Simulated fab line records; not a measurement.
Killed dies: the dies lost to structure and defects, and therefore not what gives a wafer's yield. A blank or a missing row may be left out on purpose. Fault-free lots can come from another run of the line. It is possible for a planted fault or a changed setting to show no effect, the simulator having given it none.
fab line records | flow n5Finfet
record lots=4 | wafers=12 | lastDay=17
route steps=1938 shown BEOL_M4@1103 BEOL_M5@1112 PASSIVATION@1936
lots with no fault: from the same line, run without faults
startH: start of the lot's first displayed wafer, in hours after the record's first day | waitH: hours elapsed since this lot's preceding step | " unchanged from the row above | L1.1+2: several wafers, shown together as one row | - no value present, or no start provided | * or withheld: withheld | < > ~ a bound
route shown NAME@n: a module of which the file shows steps, and the number in the route of the first | usual: mean and standard deviation over wafers with no fault | same: alike in all rows | chamber/n: place in a boat | sites: per-site readings | _std_site: the values' standard deviation | _edge_site: mean of outer sites minus mean of inner sites | radiusMm: for every site, how far away it sits from the centre of the wafer | mask NAME#n: copy n | behind: tool/chamber where the wafer was last shaped | hold: why the lot was held/for how many hours/how that ended | device: names the non-switching transistor (n, p or np) | end of line: the tests these same wafers got at the end of their route | for a step that has no rows: nothing shown but its recipe | killed: the dies lost at the first sort to structure and to defects; this is not the yield of the wafer | map: shows each die of a wafer: x if killed, . if not, _ if none is there
set.NAME: the setting the step ran with; set.NAME@STEP: the setting that earlier step ran with | model.NAME: the simulator's own value behind a step, which no gauge read
a table for each step, a row for each wafer; lots at some steps of the route
services: a tool's chamber out of use, with start hour (startH, from the record's first day; less than 0 if before it), hours out, and reason
## steps
# step N5_BEOL_M4_CMP_52
# recipe stopOn=SiOC | tOverpolishS=6.8 | downForcePsi=1 | platenRpm=50 | clearingPlatenDownForcePsi=1.5 | clearingPlatenRpm=50 | postCmpClean=cuAlkaline | targetThkNm=40 | clearingPlatenPadVelocityMS=0.99484 | padVelocityMS=0.99484
# step N5_BEOL_M4_PRE_CLEAN_60
# recipe gas=NH3/H2 | timeS=15 | tempC=* | rfPowerW=300
# step N5_BEOL_M4_CO_CAP_55
# recipe material=Co | targetThkA=20 | tempC=200 | precursor=CCTBA/H2 | pressureTorr=30 | timeS=102.1
# step N5_BEOL_M4_PRE_CLEAN_56
# recipe gas=NH3 | timeS=15 | tempC=withheld | rfPowerW=300
# step N5_BEOL_M4_DEP_57
# recipe material=SiCN | targetThkA=80 | tempC=withheld | precursor=3MS/NH3 | pressureTorr=3 | rfW=202 | timeS=14
# step N5_BEOL_M5_ILD_DEP_00
# recipe material=SiCOH_lowk | targetThkA=1406.4 | tempC=300 | precursor=DEMS/porogen | pressureTorr=5 | rfW=500 | timeS=25.9
# step N5_BEOL_M5_CURE_79
# recipe tempC=385 | timeS=240 | ambient=He/Ar | material=SiCOH_lowk
# step N5_BEOL_M5_PECVD_70
# recipe material=SiO2 | targetThkA=160 | tempC=400 | precursor=TEOS/O2 | pressureTorr=5.5 | rfW=450 | teosFlowSccm=53.8 | gas=O2 | flowSccm=3000 | timeS=18
# usual heaterPowerOuterW=393/45 | heaterPowerW=664/69 | showerheadPlenumPTorr=8.77/0.05 | throttleValvePct=22.2/1.1
lot.wafer | tool     | chamber | startH | waitH | heaterPowerOuterW | heaterPowerW | showerheadPlenumPTorr | throttleValvePct | model.SiO2_of_BEOL_M5_PECVD_70.thkNm
L519.2    | pecvd-04 | 2       | 181.14 | 0.0   | 407               | 656          | 8.76                  | 23.8             | 16.2
L519.4    | "        | 1       | "      | "     | 376               | 665          | 8.74                  | 22.9             | 16.4
L519.6    | "        | 0       | "      | "     | 403               | 621          | 8.74                  | 22.4             | 15.8
L526.2    | pecvd-04 | 1       | 209.15 | 0.0   | 450               | 739          | 8.74                  | 22.9             | 15.4
L526.4    | "        | 0       | "      | "     | 402               | 614          | 8.77                  | 22.5             | 14.4
L526.5    | "        | 0       | "      | "     | 392               | 618          | 8.76                  | 22.3             | 16
L527.4    | pecvd-04 | 1       | 225.38 | 0.1   | 436               | 734          | 8.75                  | 22.6             | 14.8
L527.5    | "        | 0       | "      | "     | 413               | 636          | 8.76                  | 22.5             | 15.8
L527.6    | "        | 1       | "      | "     | 442               | 758          | 8.72                  | 22.9             | 14.6
L541.2    | pecvd-03 | 0       | 300.16 | 0.0   | 413               | 691          | 8.75                  | 23.0             | 16.2
L541.4    | "        | 2       | "      | "     | 381               | 705          | 8.82                  | 22.3             | 16.4
L541.6    | "        | 1       | "      | "     | 469               | 734          | 8.85                  | 22.3             | 16
# step N5_BEOL_M5_HM_DEP_02
# recipe material=TiN | targetThkA=200 | tempC=25 | chamberPressurePa=0.49996
# step N5_BEOL_M5_COAT_59
# recipe resist=SOC | tempC=250 | timeS=60 | spinRpm=1500 | resistThkNm=60
# step N5_BEOL_M5_COAT_60
# recipe resist=SiARC | tempC=220 | timeS=60 | spinRpm=1500 | resistThkNm=12
# step N5_BEOL_M5_COAT_71
# recipe resist=underlayer | tempC=205 | timeS=60 | spinRpm=1500 | resistThkNm=5
# step N5_BEOL_M5_COAT_05
# recipe resist=CAR-EUV | spinRpm=1500 | resistThkNm=30
# step N5_BEOL_M5_EBR_07
# recipe solvent=PGMEA | ebrWidthMm=1.5
# step N5_BEOL_M5_SOFTBAKE_06
# recipe tempC=110 | timeS=60 | resist=CAR-EUV
# step N5_BEOL_M5_EXPOSE_08
# recipe maskId=M5 | na=0.33 | sourceShape=annular | sigmaInner=0.4 | sigmaOuter=0.8 | polarization=unpolarized | targetCdNm=28 | doseMj=35.75
# step N5_BEOL_M5_PEB_09
# recipe pebTempC=100 | pebTimeS=60 | resist=CAR-EUV
# step N5_BEOL_M5_DEVELOP_10
# recipe developTimeS=30 | developer=TMAH | resist=CAR-EUV | rinseLiquid=surfactantRinse | dry=airSpin | devTempC=23
# step N5_BEOL_M5_DESCUM_16
# recipe chemistry=O2 | timeS=7 | sourcePowerW=50 | biasPowerW=20 | pressureMtorr=20 | rfFrequencyHz=2.712e+07 | tempC=40 | resist=CAR-EUV | o2FlowSccm=225
# step N5_BEOL_M5_ETCH_72
# recipe chemistry=N2/H2 | target=underlayer | targetDepthA=65 | maskMaterial=CAR-EUV | timeS=5.2 | ionEnergyEv=200 | pressureMtorr=30 | sourceW=840 | biasW=150 | n2FlowSccm=200 | h2FlowSccm=200 | ends=cleared
# step N5_BEOL_M5_ETCH_61
# recipe chemistry=CF4 | target=SiARC | targetDepthA=156 | maskMaterial=CAR-EUV | timeS=26 | ionEnergyEv=80 | pressureMtorr=40 | sourceW=545 | biasW=36 | Ar_flow_sccm=100 | cf4FlowSccm=100 | ends=cleared
# step N5_BEOL_M5_ETCH_62
# recipe chemistry=N2/H2 | target=SOC | targetDepthA=750 | overetchA=150 | maskMaterial=SiARC | tempC=40 | timeS=112.5 | ionEnergyEv=200 | pressureMtorr=30 | sourceW=840 | biasW=150 | n2FlowSccm=200 | h2FlowSccm=200
# step N5_BEOL_M5_STRIP_63
# recipe chemistry=N2/H2 | tempC=40 | n2FlowSccm=200 | h2FlowSccm=200 | rfFrequencyHz=6e+07
# step N5_BEOL_M5_STRIP_73
# recipe chemistry=N2/H2 | tempC=40 | n2FlowSccm=200 | h2FlowSccm=200 | rfFrequencyHz=6e+07
# step N5_BEOL_M5_STRIP_64
# recipe chemistry=CF4 | resist=SiARC | powerW=300 | biasPowerW=75 | pressureMtorr=50 | cf4FlowSccm=150 | rfFrequencyHz=6e+07
# step N5_BEOL_M5_HM_OPEN_17
# recipe chemistry=Cl2/BCl3 | targetDepthA=200 | overetchA=60 | target=TiN | maskMaterial=SOC | ionEnergyEv=150 | pressureMtorr=10 | icpW=1000 | biasW=126 | Cl2_flow_sccm=53.25 | bcl3FlowSccm=21.75 | Ar_flow_sccm=25
# step N5_BEOL_M5_STRIP_19
# recipe chemistry=O2 | powerW=400 | tempC=40 | pressureMtorr=30 | rfFrequencyHz=6e+07 | biasPowerW=0 | overashFraction=0.2 | o2FlowSccm=225
# step N5_BEOL_M5_COAT_65
# recipe resist=SOC | tempC=250 | timeS=60 | spinRpm=1500 | resistThkNm=60
# step N5_BEOL_M5_COAT_66
# recipe resist=SiARC | tempC=220 | timeS=60 | spinRpm=1500 | resistThkNm=12
# step N5_BEOL_M5_COAT_74
# recipe resist=underlayer | tempC=205 | timeS=60 | spinRpm=1500 | resistThkNm=5
# step N5_BEOL_M5_COAT_22
# recipe resist=CAR-EUV | spinRpm=1500 | resistThkNm=30
# step N5_BEOL_M5_EBR_24
# recipe solvent=PGMEA | ebrWidthMm=1.5
# step N5_BEOL_M5_SOFTBAKE_23
# recipe tempC=110 | timeS=60 | resist=CAR-EUV
# step N5_BEOL_M5_HM_STRIP_39
# recipe chemistry=peroxideTinStrip | material=TiN | targetDepthA=250 | tempC=50 | timeS=158
# usual bathGuardTempC=50.1/0.46
lot.wafer | tool        | chamber | startH | waitH | bathGuardTempC | model.SiO2_of_BEOL_M5_PECVD_70.thkNm
L519.2    | wetBench-04 | 1       | 185.36 | 0.0   | 49.4           | 16
L519.4    | "           | 7       | "      | "     | 50.0           | 16.2
L519.6    | "           | 2       | "      | "     | 50.3           | 15.6
L526.2    | wetBench-02 | 4       | 212.50 | 0.0   | 50.4           | 15.4
L526.4    | "           | 7       | "      | "     | 50.4           | 14.2
L526.5    | "           | 6       | "      | "     | 50.4           | 15.8
L527.4    | wetBench-04 | 1       | 227.68 | 0.0   | 49.3           | 14.6
L527.5    | "           | 5       | "      | "     | 49.8           | 15.6
L527.6    | "           | 6       | "      | "     | 49.7           | 14.4
L541.2    | wetBench-04 | 1       | 305.04 | 0.0   | 49.2           | 16
L541.4    | "           | 0       | "      | "     | 50.3           | 16.2
L541.6    | "           | 3       | "      | "     | 49.9           | 16
# step N5_BEOL_M5_CMP_52
# recipe stopOn=SiCOH_lowk | tOverpolishS=6.9 | downForcePsi=1 | platenRpm=50 | clearingPlatenDownForcePsi=1.5 | clearingPlatenRpm=50 | postCmpClean=cuAlkaline | targetThkNm=62 | clearingPlatenPadVelocityMS=0.99484 | padVelocityMS=0.99484
# usual barrierFieldEndpointS=24.8/0.55 | motorCurrentA=6.2/0.7 | slurryFlowMlMin=150.0/0.42
lot.wafer | tool   | chamber | startH | waitH | barrierFieldEndpointS | motorCurrentA | slurryFlowMlMin
L519.4    | cmp-04 | 0       | 191.98 | 0.2   | 26.1                  | 5.1           | 150.2
L519.2    | "      | 2       | "      | "     | 24.9                  | 5.9           | 149.7
L519.6    | "      | 3       | "      | "     | 24.9                  | 7.3           | 150.0
L526.4    | cmp-04 | 3       | 220.44 | 0.4   | 22.7                  | 6.8           | 149.8
L526.2    | "      | 1       | "      | "     | 24.0                  | 6.4           | 150.1
L526.5    | "      | 2       | "      | "     | 24.4                  | 5.8           | 150.0
L527.4    | cmp-02 | 2       | 235.23 | 0.2   | 23.1                  | 5.7           | 150.0
L527.5    | "      | 3       | "      | "     | 24.8                  | 6.6           | 150.1
L527.6    | "      | 0       | "      | "     | 22.7                  | 6.1           | 149.6
L541.4    | cmp-02 | 0       | 313.16 | 0.2   | 25.1                  | 6.1           | 149.4
L541.2    | "      | 1       | "      | "     | 24.5                  | 6.3           | 150.2
L541.6    | "      | 2       | "      | "     | 23.8                  | 5.9           | 150.3
# step N5_PASSIVATION_PROBE_49
# usual defectLimitedYield=91.3/1.5 | killed_at_M0_to_M3=34/9.4 | killed_at_M4_up=13/5.3 | killedAtContacts=13/5.7 | killedAtFrontEnd=40/10 | killedAtOther=3.7/2.8 | killedDies=103/17 | killedOnRim=13/4.2 | killedOpen=67/13 | killedShort=35/8.5 | sort_bin_5_function=5.0/0.98 | sort_bin_6_memory=3.3/0.7 | sortNPass=1077/17 | sortYieldPct=91.3/1.5
# same grossDies=1180 | killedAtBackSide=0 | sort_bin_4_leakage[%]=0 | sort_bin_8_speed[%]=0
lot.wafer | tool      | chamber | startH | waitH | defectLimitedYield[%] | killed_at_M0_to_M3 | killed_at_M4_up | killedAtContacts | killedAtFrontEnd | killedAtOther | killedDies | killedOnRim | killedOpen | killedShort | sort_bin_5_function[%] | sort_bin_6_memory[%] | sortNPass | sortYieldPct[%]
L519.2    | prober-01 | -       | 273.53 | 0.1   | 91.4                  | 35                 | 15              | 17               | 32               | 2             | 101        | 13          | 71         | 29          | 4.9                    | 3.6                  | 1079      | 91.4
L519.4    | prober-01 | -       | 273.63 | 0.2   | 89.1                  | 43                 | 13              | 18               | 52               | 3             | 129        | 18          | 85         | 42          | 6.9                    | 3.6                  | 1051      | 89.1
L519.6    | prober-01 | -       | 273.73 | 0.3   | 91.0                  | 44                 | 12              | 13               | 34               | 3             | 106        | 21          | 63         | 42          | 5.8                    | 3.1                  | 1074      | 91.0
L526.2    | prober-01 | -       | 316.09 | 0.1   | 89.3                  | 32                 | 18              | 18               | 57               | 1             | 126        | 19          | 73         | 49          | 7.4                    | 2.3                  | 1054      | 89.3
L526.4    | prober-01 | -       | 316.19 | 0.2   | 92.8                  | 20                 | 14              | 14               | 34               | 3             | 85         | 9           | 51         | 32          | 4.0                    | 3.1                  | 1095      | 92.8
L526.5    | prober-01 | -       | 316.24 | 0.2   | 90.1                  | 22                 | 25              | 24               | 45               | 1             | 117        | 18          | 79         | 36          | 6.3                    | 3.4                  | 1063      | 90.1
L527.4    | prober-01 | -       | 331.44 | 0.2   | 94.0                  | 25                 | 6               | 9                | 28               | 3             | 71         | 10          | 44         | 27          | 3.7                    | 2.2                  | 1109      | 94.0
L527.5    | prober-01 | -       | 331.49 | 0.2   | 93.1                  | 40                 | 7               | 3                | 29               | 3             | 82         | 10          | 38         | 44          | 4.3                    | 2.4                  | 1098      | 93.1
L527.6    | prober-01 | -       | 331.54 | 0.3   | 93.6                  | 26                 | 14              | 4                | 25               | 7             | 76         | 11          | 44         | 32          | 3.9                    | 2.2                  | 1104      | 93.6
# killed by level:class
L519.2 MOL_CONTACT_COAG:geometricParticle:open=11 STI_FIN_REVEAL:geometricParticle:open=9 FIN_SAQP:geometricParticle:open=7 BEOL_M2:geometricParticle:open=7 MOL_CONTACT_COAG:geometricParticle:short=6 BEOL_M0_SAQP:geometricParticle:short=6 BEOL_M3:geometricParticle:open=6 BEOL_M2:geometricParticle:short=5
L519.4 FIN_SAQP:geometricParticle:open=20 BEOL_M2:geometricParticle:open=17 MOL_CONTACT_COAG:geometricParticle:open=12 FIN_SAQP:geometricParticle:short=9 BEOL_M0_SAQP:geometricParticle:open=7 MOL_CONTACT_COAG:geometricParticle:short=6 BEOL_M4:geometricParticle:open=6 DUMMY_GATE:geometricParticle:open=5
L519.6 BEOL_M2:geometricParticle:open=11 FIN_SAQP:geometricParticle:short=9 BEOL_M0_SAQP:geometricParticle:open=8 FIN_SAQP:geometricParticle:open=7 MOL_CONTACT_COAG:geometricParticle:open=7 STI_FIN_REVEAL:geometricParticle:open=6 MOL_CONTACT_COAG:geometricParticle:short=6 BEOL_M0_SAQP:geometricParticle:short=6
L526.2 FIN_SAQP:geometricParticle:short=19 MOL_CONTACT_COAG:geometricParticle:open=12 BEOL_M3:geometricParticle:open=11 BEOL_M0_SAQP:geometricParticle:open=7 FIN_SAQP:geometricParticle:open=6 MOL_CONTACT_COAG:geometricParticle:short=6 BEOL_M0_SAQP:geometricParticle:short=6 STI_FIN_REVEAL:geometricParticle:open=5
L526.4 MOL_CONTACT_COAG:geometricParticle:open=9 FIN_SAQP:geometricParticle:short=8 BEOL_M0_SAQP:geometricParticle:short=6 DUMMY_GATE:geometricParticle:open=5 MOL_CONTACT_COAG:geometricParticle:short=5 BEOL_M2:geometricParticle:open=5 FIN_SAQP:geometricParticle:open=4 STI_FIN_REVEAL:geometricParticle:open=4
L526.5 MOL_CONTACT_COAG:geometricParticle:open=19 BEOL_M4:geometricParticle:open=13 FIN_SAQP:geometricParticle:short=12 FIN_SAQP:geometricParticle:open=8 BEOL_M3:geometricParticle:open=7 ILD0:geometricParticle:open=6 MOL_CONTACT_COAG:geometricParticle:short=5 BEOL_M2:geometricParticle:open=5
L527.4 BEOL_M0_SAQP:geometricParticle:open=9 DUMMY_GATE:geometricParticle:open=6 MOL_CONTACT_COAG:geometricParticle:open=6 GATE_CUT:geometricParticle:short=5 BEOL_M0_SAQP:geometricParticle:short=5 FIN_SAQP:geometricParticle:short=4 ILD0:geometricParticle:open=3 MOL_CONTACT_COAG:geometricParticle:short=3
L527.5 BEOL_M0_SAQP:geometricParticle:open=13 BEOL_M0_SAQP:geometricParticle:short=11 ILD0:geometricParticle:short=8 FIN_SAQP:geometricParticle:short=5 BEOL_M1:geometricParticle:short=4 GATE_CUT:geometricParticle:short=3 BEOL_M1:geometricParticle:open=3 BEOL_M2:geometricParticle:open=3
L527.6 BEOL_M3:geometricParticle:open=8 STI_FIN_REVEAL:geometricParticle:open=5 BEOL_M2:geometricParticle:open=5 FIN_SAQP:geometricParticle:open=4 GATE_CUT:geometricParticle:short=4 BEOL_M0_SAQP:geometricParticle:short=4 BEOL_M1:geometricParticle:short=4 BEOL_M5:geometricParticle:short=4
## services
tool        | chamber | startH | hours | kind
pecvd-03    | 0       | 160.72 | 5.5   | scheduledDown
pecvd-04    | 1       | 163.50 | 5.5   | scheduledDown
pecvd-04    | 2       | 202.38 | -     | clean
pecvd-04    | 2       | 202.38 | -     | consumableReplace:showerhead
pecvd-04    | 2       | 202.38 | 29.0  | scheduledDown
pecvd-04    | 2       | 202.38 | 29.0  | ventCycle
pecvd-03    | 2       | 237.15 | 4.5   | repair
cmp-04      | -       | 239.30 | 0.7   | repair
wetBench-04 | -       | 247.11 | 6.2   | repair
cmp-04      | -       | 262.37 | 5.8   | repair
cmp-04      | -       | 279.00 | 5.4   | pm
cmp-04      | -       | 287.56 | 4.0   | pm
cmp-04      | -       | 291.56 | -     | consumableReplace:conditioner
cmp-04      | -       | 291.56 | -     | consumableReplace:pad
pecvd-03    | 2       | 303.09 | 2.1   | scheduledDown
pecvd-04    | 1       | 306.67 | 2.1   | scheduledDown
## key
firstSign step=N5_BEOL_M5_CMP_52 | reading=barrierFieldEndpointS | direction=down | sigmas=3.5 | usual=24.8 | struck=22.8
effect none on later readings
modelEffect step=N5_BEOL_M5_PECVD_70 | value=SiO2_of_BEOL_M5_PECVD_70.thkNm | without=15.8 | struck=14.6
modelEffect step=N5_BEOL_M5_HM_STRIP_39 | value=SiO2_of_BEOL_M5_PECVD_70.thkNm | without=15.6 | struck=14.4
metAt N5_BEOL_M5_PECVD_70
struckWafers L526.4,L527.4,L527.6
onsetBetween 181.14 209.15
fault kind=processParameterDrift | tool=pecvd-04 | chamber=- | onsetH=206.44 | steps=N5_BEOL_M5_PECVD_70 | channel=timeS | offset=* | shape=step | endH=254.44 | scope=struckWafersOnly | actsIn=* | stated=*
